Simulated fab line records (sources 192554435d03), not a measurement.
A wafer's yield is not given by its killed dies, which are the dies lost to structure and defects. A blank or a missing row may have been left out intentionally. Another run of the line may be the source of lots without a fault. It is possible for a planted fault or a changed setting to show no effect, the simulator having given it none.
Chamber matching / flow n5_finfet / N5_BEOL_M1_DESCUM_16 on rie_diel-05 has 4 sister chambers
The step chemistry O2, time 7 s. 8 wafers are shown with their chamber, then 7 later ones without.

== WAFERS PAIRED WITH THEIR CHAMBERS ==
wafer=L075.6; chamber=1; throttle_valve_pct (%)=20.21; oes_product_au (a.u.)=0.76
wafer=L082.3; chamber=2; throttle_valve_pct (%)=20.46; oes_product_au (a.u.)=0.72
wafer=L082.5; chamber=0; throttle_valve_pct (%)=20.41; oes_product_au (a.u.)=0.91
wafer=L083.1; chamber=3; throttle_valve_pct (%)=20.56; oes_product_au (a.u.)=0.67
wafer=L083.3; chamber=1; throttle_valve_pct (%)=20.23; oes_product_au (a.u.)=0.75
wafer=L083.4; chamber=0; throttle_valve_pct (%)=20.38; oes_product_au (a.u.)=0.90
wafer=L085.1; chamber=2; throttle_valve_pct (%)=20.45; oes_product_au (a.u.)=0.71
wafer=L085.2; chamber=3; throttle_valve_pct (%)=20.56; oes_product_au (a.u.)=0.68

== WAFERS WITHOUT THEIR CHAMBER ==
wafer=L085.6; throttle_valve_pct (%)=20.39; oes_product_au (a.u.)=0.91
wafer=L091.1; throttle_valve_pct (%)=20.42; oes_product_au (a.u.)=0.88
wafer=L091.2; throttle_valve_pct (%)=20.58; oes_product_au (a.u.)=0.67
wafer=L091.3; throttle_valve_pct (%)=20.48; oes_product_au (a.u.)=0.71
wafer=L095.2; throttle_valve_pct (%)=20.43; oes_product_au (a.u.)=0.85
wafer=L095.3; throttle_valve_pct (%)=20.27; oes_product_au (a.u.)=0.72
wafer=L095.4; throttle_valve_pct (%)=20.59; oes_product_au (a.u.)=0.66

== WHICH CHAMBER EACH WENT THROUGH ==
wafer=L085.6; from the rows above=0; in truth=0
wafer=L091.1; from the rows above=0; in truth=0
wafer=L091.2; from the rows above=3; in truth=3
wafer=L091.3; from the rows above=2; in truth=2
wafer=L095.2; from the rows above=0; in truth=0
wafer=L095.3; from the rows above=1; in truth=1
wafer=L095.4; from the rows above=3; in truth=3
Correctly placed: 7 of 7. From these rows, 0 cannot be placed. Wrongly placed: 0.
How it was worked out, from the rows above alone: a wafer's distance from a chamber is the root of the sum, over the readings, of the square of ((its reading less the chamber's mean) divided by the reading's scatter). The wafer belongs to the nearest chamber; if the next one is less than 2 further off, it can't be placed. The mean given for a chamber averages the wafers shown for that chamber. The scatter: the root of (the sum of the squares of (reading less its chamber's mean) over the shown wafers, divided by (wafers less chambers)).
